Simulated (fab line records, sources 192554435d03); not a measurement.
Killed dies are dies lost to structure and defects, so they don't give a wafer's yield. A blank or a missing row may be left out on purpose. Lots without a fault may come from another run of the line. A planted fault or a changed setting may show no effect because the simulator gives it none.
Split-lot experiment | flow n5_finfet | 7 lots, 21 wafers read, on a route of 1938 steps

THE SPLIT
At N5_BEOL_M8_COAT_22 (resist thk 30 nm), the setting spin_rpm was moved away from the recipe's 1500 rpm on 6 of the 21 wafers read, by -5.8% to +11.0%. The other wafers ran this setting at the recipe's value.

The reading is taken at the split's own step.

THE READING
CAR-EUV_of_BEOL_M8_COAT_22.thk_nm (the simulator's own value, which no gauge read), in nm, at N5_BEOL_M8_COAT_22 (resist thk 30 nm). The file gives no usual value for it. The 15 wafers here that ran the recipe average 29.9 nm, standard deviation 0.1 nm.

wafer  | tool, chamber at the split | spin_rpm as run, rpm | against the recipe | CAR-EUV_of_BEOL_M8_COAT_22.thk_nm, nm | against lot-mates on the recipe
L079.1 | litho_track-04, 0          | 1500                 | recipe             | 30                                    | -
L079.6 | litho_track-04, 0          | 1500                 | recipe             | 30                                    | -
L079.5 | litho_track-04, 0          | 1500                 | recipe             | 29.8                                  | -
L084.4 | litho_track-02, 0          | 1500                 | recipe             | 30                                    | -
L084.6 | litho_track-02, 0          | 1500                 | recipe             | 30                                    | -
L084.5 | litho_track-02, 0          | 1413                 | -5.8%              | 31                                    | +1.0
L087.2 | litho_track-02, 0          | 1500                 | recipe             | 29.8                                  | -
L087.5 | litho_track-02, 0          | 1500                 | recipe             | 29.8                                  | -
L087.4 | litho_track-02, 0          | 1598                 | +6.5%              | 28.8                                  | -1.0
L089.1 | litho_track-04, 0          | 1500                 | recipe             | 30                                    | -
L089.3 | litho_track-04, 0          | 1500                 | recipe             | 30                                    | -
L089.6 | litho_track-04, 0          | 1500                 | recipe             | 30                                    | -
L092.2 | litho_track-05, 0          | 1500                 | recipe             | 29.8                                  | -
L092.4 | litho_track-05, 0          | 1500                 | recipe             | 29.8                                  | -
L092.6 | litho_track-05, 0          | 1500                 | recipe             | 29.8                                  | -
L091.3 | litho_track-04, 0          | 1500                 | recipe             | 29.8                                  | -
L091.4 | litho_track-04, 0          | 1665                 | +11.0%             | 28.4                                  | -1.4
L091.6 | litho_track-04, 0          | 1665                 | +11.0%             | 28.6                                  | -1.2
L093.3 | litho_track-05, 0          | 1654                 | +10.3%             | 28.6                                  | -1.4
L093.6 | litho_track-05, 0          | 1654                 | +10.3%             | 28.6                                  | -1.4
L093.5 | litho_track-05, 0          | 1500                 | recipe             | 30                                    | -

THE FIT
A straight line over all 21 wafers: CAR-EUV_of_BEOL_M8_COAT_22.thk_nm changes by -0.137 nm for each +1% of spin_rpm; r = -0.98; the points scatter about the line by 0.13 nm.
The same after taking each lot's own level away (the mean of its wafers on the recipe; 21 wafers): -0.133 nm for each +1%; r = -0.99; scatter 0.093 nm.
On that fit, the largest move of spin_rpm shifts the reading by 1.5 nm.
The lots' own levels span 29.80 to 30.00 nm, that is 2.0 times the standard deviation above.
So the lot-to-lot level changes the slope little: the two slopes agree.
Check: with one of the wafers moved furthest among these (+11.0%) left out of the fit, the line predicts -1.46 nm for it against its lot-mates. It came out at -1.4 nm against them.

OTHER SPLITS ON THESE WAFERS
These wafers also went through other splits before the reading. Each is held against what the fit with the lots' levels taken away leaves over:
other split on the same wafers   | wafers away from the commonest value | r with CAR-EUV_of_BEOL_M8_COAT_22.thk_nm (lot level and that fit taken away)
N5_BEOL_M7_ILD_DEP_00 time_s     | 6                                    | -0.10
N5_BEOL_M7_VIA_ETCH_34 source_w  | 8                                    | -0.13
N5_BEOL_M7_TRENCH_ETCH_37 bias_w | 4                                    | +0.21

THE WHOLE CHAIN: every reading that the file lists as answering this split, in the file's order
step               | what it does                                         | reading                                                                            | change (the file's fit)                                                         | r (the file's)
N5_BEOL_M8_COAT_22 | resist thk 30 nm                                     | CAR-EUV_of_BEOL_M8_COAT_22.thk_nm (the simulator's own value, which no gauge read) | -0.135 nm for each +1% of the setting                                           | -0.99
N5_BEOL_M8_ETCH_65 | etches SiARC in CF4, target depth 15.6 nm, time 26 s | CAR-EUV_of_BEOL_M8_COAT_22.thk_nm (the simulator's own value, which no gauge read) | not straight: 12 at the lowest setting, 11.13 at the recipe, 9.6 at the highest | not given

THE FILE'S OWN FIT
CAR-EUV_of_BEOL_M8_COAT_22.thk_nm changes by -0.135 nm for each +1% of spin_rpm, r = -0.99.
